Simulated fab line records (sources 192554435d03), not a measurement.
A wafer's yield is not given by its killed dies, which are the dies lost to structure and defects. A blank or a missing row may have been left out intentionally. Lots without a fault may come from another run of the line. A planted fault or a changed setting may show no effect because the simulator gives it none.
Which tool is to blame? | flow n5Finfet | 29 wafers from 11 lots sampled at 5 of the route's 1938 steps

== WHAT THE GAUGES READ, wafer by wafer ==
N5_BEOL_M0_OCD_MEAS_108. Usual: 32.6 nm for trenchDepthNm, sd 0.88.
lot  | measured     | on     | trenchDepthNm (nm) | flag
L199 | day 6 06:50  | ocd-01 | 31.4 33.1 31.7     | 
L198 | day 7 00:45  | ocd-02 | 32.8 31.0 31.2     | 
L206 | day 8 02:28  | ocd-02 | 33.3 33.6 33.7     | 
L207 | day 8 09:20  | ocd-02 | 32.3 31.7 32.3     | 
L210 | day 9 02:15  | ocd-01 | 33.4 32.8          | 
L214 | day 9 22:20  | ocd-02 | 33.2 32.4          | 
L216 | day 10 04:40 | ocd-01 | 33.6 34.2 34.0     | 
L218 | day 10 19:58 | ocd-02 | 32.3 33.6          | 
L220 | day 11 07:38 | ocd-01 | 32.4 32.6 33.2     | 
L219 | day 11 07:47 | ocd-02 | 33.2 31.2 31.1     | 
L221 | day 11 13:55 | ocd-01 | 32.9 32.7          | 

N5_BEOL_M4_RC_MEAS_101. Usual: DIBL_N 36.9 mV/V, standard deviation 2.1; DIBL_P 37.1 mV/V, standard deviation 2.5; IOFF_N 0.17 nA/um, standard deviation 0.039; IOFF_P 0.23 nA/um, standard deviation 0.043; ION_N 673 uA/um, standard deviation 15; ION_P 462 uA/um, standard deviation 9.1; SS_N 71.8 mV/dec, standard deviation 0.69; SS_P 73.6 mV/dec, standard deviation 0.74; VT_N 250 mV, standard deviation 3.6; VT_P -249.7 mV, standard deviation 2.9.
lot  | measured     | on        | DIBL_N (mV/V)  | DIBL_P (mV/V)  | IOFF_N (nA/um) | IOFF_P (nA/um) | ION_N (uA/um) | ION_P (uA/um) | SS_N (mV/dec)  | SS_P (mV/dec)  | VT_N (mV)   | VT_P (mV)            | flag
L199 | day 8 09:50  | prober-02 | 35.1 36.0 34.3 | 37.0 36.9 35.4 | 0.16 0.15 0.14 | 0.24 0.23 0.20 | 691 666 674   | 474 459 464   | 71.2 71.7 71.2 | 74.0 73.6 73.3 | 251 253 249 | -247.6 -248.0 -248.0 | 
L198 | day 8 17:35  | prober-01 | 37.9 39.5 37.5 | 37.0 40.3 36.5 | 0.18 0.22 0.16 | 0.19 0.23 0.17 | 674 687 664   | 447 456 444   | 71.8 71.9 72.2 | 73.2 74.3 73.8 | 248 247 253 | -249.9 -250.1 -252.8 | 
L206 | day 10 02:35 | prober-02 | 34.7 37.2 37.1 | 36.2 38.4 38.8 | 0.14 0.19 0.19 | 0.21 0.25 0.27 | 661 668 674   | 459 466 463   | 71.6 72.7 72.2 | 73.8 74.6 73.9 | 252 249 245 | -247.3 -244.8 -245.1 | 
L207 | day 10 08:43 | prober-01 | 43.2 38.0 35.8 | 41.7 35.4 34.8 | 0.28 0.17 0.14 | 0.34 0.21 0.21 | 689 659 682   | 465 447 467   | 73.0 71.8 70.4 | 75.6 73.8 73.4 | 243 251 250 | -247.7 -252.2 -249.3 | 
L210 | day 11 02:46 | prober-02 | 37.6 35.9      | 40.2 36.7      | 0.22 0.16      | 0.29 0.21      | 682 663       | 468 455       | 72.4 72.2      | 73.5 73.3      | 249 254     | -247.1 -252.4        | 
L214 | day 12 08:41 | prober-01 | 38.7 40.3      | 39.0 41.2      | 0.19 0.20      | 0.24 0.27      | 689 695       | 465 474       | 72.4 72.6      | 72.8 73.8      | 246 246     | -249.5 -246.3        | 
L216 | day 12 15:34 | prober-01 | 34.4 37.2 38.1 | 34.4 37.1 38.7 | 0.12 0.17 0.19 | 0.16 0.19 0.22 | 665 671 687   | 450 457 462   | 71.6 71.5 71.6 | 73.0 73.6 73.9 | 254 249 246 | -251.9 -252.1 -250.4 | 
L218 | day 12 20:01 | prober-02 | 35.4 37.2      | 36.7 37.4      | 0.15 0.17      | 0.21 0.22      | 682 679       | 469 463       | 71.2 71.5      | 73.3 74.3      | 250 250     | -251.0 -249.4        | 
L220 | day 13 14:06 | prober-02 | 37.3 33.3 37.4 | 35.9 32.1 37.0 | 0.17 0.11 0.19 | 0.21 0.15 0.23 | 681 664 700   | 462 455 474   | 72.1 70.4 71.9 | 73.4 72.4 73.5 | 248 254 245 | -250.6 -254.1 -250.7 | 
L219 | day 13 11:34 | prober-01 | 35.2 33.2 35.0 | 35.2 32.6 34.3 | 0.16 0.13 0.17 | 0.24 0.19 0.21 | 658 666 649   | 459 464 453   | 71.6 71.5 72.1 | 73.2 72.3 72.9 | 249 252 250 | -246.8 -248.8 -248.8 | 
L221 | day 13 14:38 | prober-01 | 34.0 39.7      | 35.0 42.6      | 0.15 0.27      | 0.20 0.35      | 686 712       | 473 485       | 71.6 73.2      | 73.2 75.6      | 247 242     | -249.2 -245.4        | 

== EACH LOT AND THE TOOL THAT RAN IT (in order: tool; ch and the chambers of the sampled wafers; start) ==
lot  | N5_BEOL_M0_STRIP_140              | N5_BEOL_M0_ANNEAL_133       | N5_BEOL_M1_ETCH_74
L199 | rieDiel-03 ch 1,3, day 6 06:01    | pvdSputter-03, day 6 08:25  | rieDiel-01 ch 1,2, day 6 11:29
L198 | rieDiel-06 ch 0,3, day 7 00:27    | pvdSputter-02, day 7 03:27  | rieDiel-01 ch 0,1,3, day 7 06:02
L206 | rieDiel-06 ch 0,3, day 8 02:02    | pvdSputter-03, day 8 04:19  | rieDiel-01 ch 1,2, day 8 06:53
L207 | rieDiel-06 ch 1,3, day 8 08:48    | pvdSputter-03, day 8 12:32  | rieDiel-01 ch 0,1,3, day 8 14:55
L210 | rieDiel-06 ch 0,2, day 9 01:57    | pvdSputter-01, day 9 06:19  | rieDiel-02 ch 1, day 9 11:10
L214 | rieDiel-03 ch 1,2, day 9 22:02    | pvdSputter-03, day 10 01:37 | rieDiel-04 ch 1,2, day 10 05:03
L216 | rieDiel-06 ch 0,1, day 10 04:19   | pvdSputter-03, day 10 07:49 | rieDiel-02 ch 0,2,3, day 10 11:32
L218 | rieDiel-03 ch 0,3, day 10 18:55   | pvdSputter-01, day 10 22:02 | rieDiel-02 ch 2,3, day 11 01:48
L220 | rieDiel-06 ch 0,2, day 11 07:08   | pvdSputter-03, day 11 08:55 | rieDiel-01 ch 0,1,3, day 11 14:07
L219 | rieDiel-06 ch 0,2,3, day 11 07:19 | pvdSputter-03, day 11 09:23 | rieDiel-04 ch 0,1, day 11 14:28
L221 | rieDiel-03 ch 1,2, day 11 13:35   | pvdSputter-01, day 11 16:42 | rieDiel-04 ch 0, day 11 19:10
- N5_BEOL_M0_STRIP_140: strips in CF4.
- N5_BEOL_M0_ANNEAL_133: time 60 s.
- N5_BEOL_M1_ETCH_74: etches underlayer in N2/H2, target depth 6.5 nm, time 5.2 s.

== WHAT THE TOOLS THEMSELVES READ (means of the sampled wafers that have a number; where no wafer has one, the mark that the record gives instead) ==
N5_BEOL_M0_STRIP_140. Usual: biasPowerW 75.02 W, standard deviation 0.21; drypumpMotorCurrentA 5.5 A, standard deviation 0.52; oesProductAu 0.80 a.u., standard deviation 0.1; rfVppV 271.2 V, standard deviation 1.5; showerheadPlenumPTorr 1.80 Torr, standard deviation 0.036; throttleValvePct 13.60 %, standard deviation 0.3.
lot  | tool       | biasPowerW (W) | drypumpMotorCurrentA (A) | oesProductAu (a.u.) | rfVppV (V) | showerheadPlenumPTorr (Torr) | throttleValvePct (%) | flag
L199 | rieDiel-03 | 75.05          | 5.6                      | 0.69                | 269.8      | 1.82                         | 13.93                | 
L198 | rieDiel-06 | 75.02          | 4.9                      | 0.77                | 272.1      | 1.84                         | 13.57                | 
L206 | rieDiel-06 | 75.17          | 4.9                      | 0.76                | 271.5      | 1.83                         | 13.59                | 
L207 | rieDiel-06 | 75.15          | 5.2                      | 0.68                | 271.9      | 1.81                         | 13.86                | 
L210 | rieDiel-06 | 74.92          | 5.0                      | 0.91                | 270.9      | 1.81                         | 13.38                | 
L214 | rieDiel-03 | 74.97          | 5.8                      | 0.87                | 270.8      | 1.77                         | 13.26                | 
L216 | rieDiel-06 | 75.00          | 5.5                      | 0.79                | 272.0      | 1.81                         | 13.51                | 
L218 | rieDiel-03 | 75.21          | 5.8                      | 0.92                | 271.7      | 1.81                         | 13.55                | 
L220 | rieDiel-06 | 75.01          | 5.0                      | 0.86                | 270.3      | 1.81                         | 13.35                | 
L219 | rieDiel-06 | 75.06          | 4.9                      | 0.81                | 271.5      | 1.81                         | 13.55                | 
L221 | rieDiel-03 | 74.88          | 5.8                      | 0.85                | 269.6      | 1.77                         | 13.32                | 

N5_BEOL_M0_ANNEAL_133. Usual: heaterPowerW 817 W, standard deviation 79; susceptor_temp_C_max 401.0, standard deviation 0.46.
lot  | tool          | heaterPowerW (W) | susceptor_temp_C_max | flag
L199 | pvdSputter-03 | 737              | 401.3                | 
L198 | pvdSputter-02 | 854              | 400.7                | 
L206 | pvdSputter-03 | 858              | 401.6                | 
L207 | pvdSputter-03 | 822              | 401.1                | 
L210 | pvdSputter-01 | 861              | 400.9                | 
L214 | pvdSputter-03 | 886              | 401.7                | 
L216 | pvdSputter-03 | 778              | 400.9                | 
L218 | pvdSputter-01 | 865              | 400.6                | 
L220 | pvdSputter-03 | 844              | 401.1                | 
L219 | pvdSputter-03 | 860              | 401.3                | 
L221 | pvdSputter-01 | 672              | 401.2                | 

N5_BEOL_M1_ETCH_74. Usual: drypumpMotorCurrentA 5.9 A, standard deviation 0.56; etchRfOnTimeS 5.24 s, standard deviation 0.18; oesProductAu 0.68 a.u., standard deviation 0.068; rfVppV 523.9 V, standard deviation 2.4; showerheadPlenumPTorr 2.54 Torr, standard deviation 0.08; throttleValvePct 17.78 %, standard deviation 0.24.
lot  | tool       | drypumpMotorCurrentA (A) | etchRfOnTimeS (s) | oesProductAu (a.u.) | rfVppV (V) | showerheadPlenumPTorr (Torr) | throttleValvePct (%) | flag
L199 | rieDiel-01 | 6.7                      | 5.19              | 0.71                | 522.5      | 2.51                         | 17.68                | 
L198 | rieDiel-01 | 5.9                      | 5.26              | 0.72                | 524.3      | 2.53                         | 17.59                | 
L206 | rieDiel-01 | 6.6                      | 4.05              | 0.82                | 522.0      | 2.50                         | 17.74                | OFF
L207 | rieDiel-01 | 5.9                      | 4.70              | 0.77                | 521.9      | 2.52                         | 17.62                | OFF
L210 | rieDiel-02 | 5.3                      | 5.14              | 0.64                | 523.9      | 2.54                         | 17.80                | 
L214 | rieDiel-04 | 5.3                      | 5.25              | 0.69                | 523.8      | 2.52                         | 17.86                | 
L216 | rieDiel-02 | 5.9                      | 5.27              | 0.71                | 526.3      | 2.61                         | 17.92                | 
L218 | rieDiel-02 | 6.1                      | 5.23              | 0.67                | 526.0      | 2.59                         | 17.88                | 
L220 | rieDiel-01 | 5.9                      | 5.26              | 0.68                | 521.4      | 2.51                         | 17.65                | 
L219 | rieDiel-04 | 5.7                      | 5.32              | 0.65                | 524.9      | 2.63                         | 18.10                | 
L221 | rieDiel-04 | 6.1                      | 5.54              | 0.60                | 525.6      | 2.64                         | 18.16                | 

== THE ANSWER, worked out from the rows above alone ==
Rule: take the mean of a lot's wafers that have a number; if it is more than 3 standard deviations from the usual mean, the lot is off. A lot without any number at a reading at which 4 lots or more have one is off too. Where the step has rows for the other lots, those lots are counted as sound. First the gauges in route order, then the tools' own readings, where a lot's mean is used as printed above. At the first step where some lot is off, the reading lying furthest off is the one used; lots without a number count as furthest.
Off, at N5_BEOL_M1_ETCH_74 on etchRfOnTimeS: L206, L207.
If a tool, at that step or one of the process steps before it, ran each lot that is off and ran no sound lot following the first of them, it fits. None of those tried fits.

== WHAT WAS PUT IN BY THE SIMULATOR ==
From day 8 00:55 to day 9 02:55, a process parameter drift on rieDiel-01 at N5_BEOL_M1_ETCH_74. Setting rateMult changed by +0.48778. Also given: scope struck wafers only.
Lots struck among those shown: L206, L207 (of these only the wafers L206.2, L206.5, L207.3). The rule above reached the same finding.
